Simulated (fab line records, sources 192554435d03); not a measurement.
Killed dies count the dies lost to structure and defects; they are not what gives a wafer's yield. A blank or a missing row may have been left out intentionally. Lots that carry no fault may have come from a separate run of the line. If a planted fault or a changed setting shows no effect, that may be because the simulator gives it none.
fab line records | flow n5Finfet
record: lots: 10 wafers: 30 lastDay: 19
route steps=1938 shown BEOL_M3@967 BEOL_M4@1111
lots untouched by any fault: they come from a run of this same line in which no faults occurred
startH: the number of hours between the record's first day and the start of the first shown wafer of the lot | waitH: how many hours have passed since the lot's step before this one | " unchanged from the row above | L1.1+2: a single row standing in for several wafers | - either no value or no given start | * or withheld: withheld | < > ~ a bound
route shown NAME@n: names a module that has steps shown in the file, with the first one's number in the route | usual: average and standard deviation across the fault-free wafers | same: alike in all rows | chamber/n: place in a boat | sites: per-site readings | _std_site: the values' standard deviation | _edge_site: mean of outer sites minus mean of inner sites | radiusMm: for every site, how far away it sits from the centre of the wafer | mask NAME#n: copy n | behind: the most recent tool/chamber to have shaped the wafer | hold: reason for holding the lot/hours on hold/outcome of the hold | device: the n, p or np transistor that did not switch | end of line: the same wafers' tests at the end of the route | a step without rows: its recipe alone | killed: dies lost to structure and defects at the first sort, not the wafer's yield | map: the dies of a wafer, with x for killed, . for not killed, _ for no die there
set.NAME: the setting as run; set.NAME@STEP: as run at that earlier step | model.NAME: the simulator's own value behind a step, which no gauge read
a sample of lots followed through the steps of the route, with each step as a table and each wafer as a row
services: when a tool's chamber went out of use (startH, in hours from the record's first day, below 0 if earlier), for how many hours, and the reason
== steps ==
step: N5_BEOL_M3_OVL_MEAS_29
recipe: pointsPerWafer: 522
usual: V2_OVL: 0.3/0.67
columns lot.wafer tool chamber startH waitH V2_OVL[nm]
L253.2 overlay-02 0 148.29 0.0 0.6
L253.3 " 0 " " -0.2
L253.5 " 0 " " -0.4
L252.4 overlay-02 0 156.51 0.0 1.9
L252.5 " 0 " " 0.0
L252.6 " 0 " " 1.2
L254.4 overlay-01 0 165.70 0.0 0.1
L254.5 " 0 " " -0.7
L254.6 " 0 " " 0.6
L256.2 overlay-02 0 183.63 0.0 -0.7
L256.5 " 0 " " -0.5
L256.6 " 0 " " -0.6
L259.2 overlay-01 0 205.96 0.0 1.7
L259.4 " 0 " " 1.2
L259.5 " 0 " " -0.4
L263.4 overlay-02 0 229.17 0.0 0.1
L263.5 " 0 " " 0.8
L263.6 " 0 " " 0.1
L265.2 overlay-02 0 249.37 0.0 -0.2
L265.3 " 0 " " -0.6
L265.5 " 0 " " -0.5
L269.2 overlay-02 0 258.37 0.0 -0.5
L269.5 " 0 " " 0.5
L269.6 " 0 " " -0.6
L271.1 overlay-01 0 274.86 0.0 1.3
L271.2 " 0 " " 1.1
L271.3 " 0 " " 0.9
L273.4 overlay-02 0 299.70 0.0 2.0
L273.5 " 0 " " 0.6
L273.6 " 0 " " 1.2
step: N5_BEOL_M3_ETCH_70
recipe: chemistry: N2/H2 target: SOC targetDepthA: 800 overetchA: 160 maskMaterial: SiARC tempC: 40 timeS: 120 ionEnergyEv: 200 pressureMtorr: 30 sourceW: 840 biasW: 150 n2FlowSccm: 200 h2FlowSccm: 200
usual: biasW: 150.0/0.48 drypumpMotorCurrentA: 5.5/0.39 oesProductAu: 0.60/0.057 rfVppV: 523.9/1.9 showerheadPlenumPTorr: 2.54/0.062 throttleValvePct: 17.81/0.25
columns lot.wafer tool chamber startH waitH biasW drypumpMotorCurrentA oesProductAu rfHoursCounterH rfVppV showerheadPlenumPTorr throttleValvePct
L253.2 rieDiel-06 2 150.98 0.0 149.6 5.9 0.60 92 525.7 2.57 17.85
L253.3 " 3 " " 150.3 5.1 0.54 238 524.5 2.49 18.06
L253.5 " 2 " " 149.7 5.8 0.61 - 524.3 2.57 17.85
L252.4 rieDiel-05 3 156.90 0.0 149.0 5.4 0.60 119 523.2 2.55 17.52
L252.5 " 2 " " 149.7 5.8 0.63 - 522.9 2.57 18.08
L252.6 " 3 " " 149.5 5.4 0.59 - 524.2 2.55 17.52
L254.4 rieDiel-05 0 166.96 0.0 149.6 4.9 0.54 215 524.3 2.52 18.06
L254.5 " 3 " " 149.8 5.4 0.60 - 524.4 2.55 17.51
L254.6 " 0 " " 149.9 4.9 0.54 - 523.1 2.52 18.08
L256.2 rieDiel-05 0 186.89 0.0 150.7 4.9 0.54 222 522.0 2.51 18.08
L256.5 " 0 " " 149.8 4.9 0.54 - 522.5 2.51 18.07
L256.6 " 1 " " 150.4 4.9 0.66 - 521.7 2.48 17.52
L259.2 rieDiel-06 2 211.02 0.0 149.7 5.9 0.59 115 526.9 2.56 17.88
L259.4 " 3 " " 149.3 5.2 0.74 5 523.3 2.49 17.64
L259.5 " 1 " " 150.7 5.7 0.72 - 526.4 2.71 17.62
L263.4 rieDiel-05 2 233.63 0.0 150.2 5.8 0.60 115 525.5 2.56 18.10
L263.5 " 2 " " 149.7 5.8 0.62 - 524.7 2.56 18.12
L263.6 " 1 " " 119.1 4.9 0.65 - 449.8 2.47 17.54
L265.2 rieDiel-05 0 253.42 0.0 149.3 4.9 0.52 239 521.6 2.51 18.11
L265.3 " 2 " " 150.5 5.8 0.61 119 524.1 2.55 18.12
L265.5 " 1 " " 118.6 4.9 0.65 - 448.3 2.47 17.54
L269.2 rieDiel-03 0 260.45 0.0 151.1 6.2 0.68 30 521.7 2.49 17.51
L269.5 " 3 " " 150.3 5.4 0.56 - 523.5 2.54 18.13
L269.6 " 0 " " 151.3 6.2 0.67 - 523.8 2.49 17.52
L271.1 rieDiel-03 0 276.37 0.0 150.0 6.3 0.67 34 522.2 2.49 17.52
L271.2 " 2 " " 150.8 5.7 0.53 210 525.3 2.61 17.60
L271.3 " 3 " " 150.1 5.4 0.57 171 525.5 2.54 18.14
L273.4 rieDiel-06 0 307.14 0.0 150.6 5.4 0.54 240 524.3 2.51 18.12
L273.5 " 2 " " 150.7 5.9 0.57 - 524.0 2.55 17.93
L273.6 " 3 " " 149.8 5.1 0.69 - 522.2 2.47 17.69
step: N5_BEOL_M3_DEGAS_44
recipe: ambient: vacuum tempC: 250 timeS: 60
usual: heaterPowerW: 327/32
columns lot.wafer tool chamber startH waitH heaterPowerW
L253.2 pvdSputter-03 - 152.08 0.6 351
L253.3 " - " " 313
L253.5 " - " " 330
L252.4 pvdSputter-01 - 157.87 0.4 336
L252.5 " - " " 259
L252.6 " - " " 335
L254.4 pvdSputter-03 - 168.04 0.6 354
L254.5 " - " " 335
L254.6 " - " " 333
L256.2 pvdSputter-03 - 187.71 0.3 366
L256.5 " - " " 317
L256.6 " - " " 362
L259.2 pvdSputter-03 - 211.99 0.5 315
L259.4 " - " " 335
L259.5 " - " " 348
L263.4 pvdSputter-03 - 234.45 0.3 316
L263.5 " - " " 369
L263.6 " - " " 338
L265.2 pvdSputter-03 - 254.39 0.5 337
L265.3 " - " " 349
L265.5 " - " " 327
L269.2 pvdSputter-02 - 261.34 0.4 241
L269.5 " - " " 349
L269.6 " - " " 321
L271.1 pvdSputter-01 - 277.20 0.3 347
L271.2 " - " " 341
L271.3 " - " " 247
L273.4 pvdSputter-01 - 307.70 0.0 339
L273.5 " - " " 322
L273.6 " - " " 336
step: N5_BEOL_M3_PRE_CLEAN_45
recipe: gas: H2/He timeS: 30 tempC: 250
usual: heaterPowerW: 327/31
columns lot.wafer tool chamber startH waitH heaterPowerW
L253.2 pvdSputter-03 - 152.12 0.0 334
L253.3 " - " " 315
L253.5 " - " " 328
L252.4 pvdSputter-01 - 157.95 0.0 340
L252.5 " - " " 250
L252.6 " - " " 326
L254.4 pvdSputter-03 - 168.08 0.0 365
L254.5 " - " " 328
L254.6 " - " " 344
L256.2 pvdSputter-03 - 187.75 0.0 370
L256.5 " - " " 313
L256.6 " - " " 369
L259.2 pvdSputter-03 - 212.03 0.0 319
L259.4 " - " " 341
L259.5 " - " " 342
L263.4 pvdSputter-03 - 234.49 0.0 308
L263.5 " - " " 352
L263.6 " - " " 348
L265.2 pvdSputter-03 - 254.43 0.0 331
L265.3 " - " " 335
L265.5 " - " " 333
L269.2 pvdSputter-02 - 261.38 0.0 244
L269.5 " - " " 336
L269.6 " - " " 327
L271.1 pvdSputter-01 - 277.24 0.0 337
L271.2 " - " " 333
L271.3 " - " " 251
L273.4 pvdSputter-01 - 307.74 0.0 328
L273.5 " - " " 334
L273.6 " - " " 338
step: N5_BEOL_M4_RC_MEAS_101
usual: DIBL_N: 36.2/1.2 DIBL_P: 36.3/1.3 IOFF_N: 0.155/0.019 IOFF_P: 0.210/0.029 ION_N: 677/8.6 ION_P: 465/6.8 SS_N: 71.4/0.48 SS_P: 73.2/0.53 VT_N: 249.9/2.4 VT_P: -250/3.2
columns lot.wafer tool chamber startH waitH DIBL_N[mV/V] DIBL_P[mV/V] IOFF_N[nA/um] IOFF_P[nA/um] ION_N[uA/um] ION_P[uA/um] SS_N[mV/dec] SS_P[mV/dec] VT_N[mV] VT_P[mV]
L253.2 prober-02 0 164.57 0.2 35.9 36.3 0.161 0.233 680 471 71.5 73.6 247.7 -247
L253.3 " 0 " " 35.5 36.4 0.155 0.227 690 476 70.4 72.9 246.8 -247
L253.5 " 0 " " 35.7 36.2 0.155 0.229 681 472 70.8 73.7 246.7 -248
L252.4 prober-01 0 176.70 0.5 35.3 36.5 0.138 0.190 682 470 70.8 73.2 250.0 -251
L252.5 " 0 " " 36.7 38.1 0.162 0.215 675 464 72.0 73.5 250.2 -249
L252.6 " 0 " " 34.3 35.1 0.116 0.163 674 460 70.3 72.9 257.5 -254
L254.4 prober-01 0 188.14 0.5 34.5 35.1 0.138 0.196 682 470 70.4 73.4 250.0 -249
L254.5 " 0 " " 34.6 34.9 0.140 0.194 670 465 70.7 72.7 251.1 -251
L254.6 " 0 " " 34.0 34.1 0.121 0.177 664 456 70.3 72.9 253.0 -254
L256.2 prober-02 0 206.36 0.2 37.6 37.0 0.164 0.198 679 458 71.6 73.7 248.7 -252
L256.5 " 0 " " 37.2 36.6 0.149 0.181 673 457 71.4 74.1 252.1 -253
L256.6 " 0 " " 36.1 35.7 0.144 0.183 674 465 71.0 73.3 251.6 -251
L259.2 prober-02 0 233.38 0.2 35.4 35.1 0.155 0.235 679 473 71.8 73.3 247.3 -246
L259.4 " 0 " " 36.1 35.5 0.165 0.245 683 477 71.8 73.4 248.0 -244
L259.5 " 0 " " 35.5 35.5 0.158 0.257 671 474 71.6 73.4 248.7 -244
L263.4 prober-01 0 261.68 0.5 35.9 36.1 0.138 0.197 662 462 71.7 73.6 251.8 -250
L263.5 " 0 " " 34.9 34.8 0.127 0.173 664 461 71.5 72.1 252.5 -252
L263.6 " 0 " " 37.9 38.3 0.181 0.234 681 466 72.2 73.4 248.7 -250
L265.2 prober-02 0 273.99 0.2 35.4 37.3 0.158 0.225 674 462 71.5 74.0 251.2 -249
L265.3 " 0 " " 34.9 36.4 0.147 0.215 675 469 71.8 73.4 249.0 -249
L265.5 " 0 " " 35.6 37.5 0.172 0.238 680 472 70.5 73.7 248.5 -246
L269.2 prober-02 0 282.73 0.2 36.5 37.6 0.155 0.216 672 464 70.9 73.4 250.2 -248
L269.5 " 0 " " 35.7 36.6 0.142 0.194 676 464 71.5 73.3 251.9 -251
L269.6 " 0 " " 36.0 37.3 0.145 0.219 676 463 71.8 73.5 251.1 -248
L271.1 prober-02 0 303.74 0.0 34.4 35.3 0.122 0.160 668 457 70.6 72.8 253.7 -255
L271.2 " 0 " " 35.5 36.5 0.139 0.180 681 462 71.3 73.1 249.6 -254
L271.3 " 0 " " 35.8 36.0 0.135 0.172 664 452 71.3 72.6 249.5 -251
L273.4 prober-02 0 329.51 0.5 36.7 36.1 0.170 0.206 676 466 71.5 73.0 247.0 -251
L273.5 " 0 " " 36.6 35.9 0.166 0.199 676 461 70.6 73.5 250.3 -252
L273.6 " 0 " " 37.7 38.0 0.184 0.240 690 471 72.1 73.9 245.6 -249
== services ==
columns tool chamber startH hours kind
rieDiel-06 1 144.27 14.9 repair
pvdSputter-01 - 146.86 5.2 repair
rieDiel-03 3 152.15 13.5 repair
rieDiel-03 - 157.17 10.0 pm
rieDiel-06 1 161.77 - clean
rieDiel-06 1 161.77 - consumableReplace:focusRing
rieDiel-06 1 161.77 - consumableReplace:showerhead
rieDiel-05 3 175.74 3.6 repair
rieDiel-06 3 180.34 - clean
rieDiel-06 3 180.34 - consumableReplace:focusRing
rieDiel-06 3 180.34 15.5 scheduledDown
rieDiel-06 3 180.34 15.5 ventCycle
rieDiel-03 0 209.33 4.7 repair
rieDiel-06 0 235.18 4.9 repair
rieDiel-03 0 268.47 1.5 repair
rieDiel-05 0 280.12 21.8 repair
== key ==
firstSign: step: N5_BEOL_M3_ETCH_70 reading: biasW direction: down sigmas: 65 usual: * struck: *
effect: step: N5_BEOL_M3_ETCH_70 reading: rfVppV direction: down sigmas: 39 usual: 523.9 struck: 449.0
metAt N5_BEOL_M3_ETCH_70
struckLots L263,L265
struckWafers L263.6,L265.5
notActingAt N5_BEOL_M3_OVL_MEAS_29,N5_BEOL_M3_DEGAS_44,N5_BEOL_M3_PRE_CLEAN_45
onsetBetween 186.89 233.63
fault: kind: processParameterDrift tool: rieDiel-05 chamber: 1 onsetH: 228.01 steps: N5_BEOL_M3_ETCH_70 channel: biasW offset: * shape: step endH: 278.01 actsIn: * stated: *
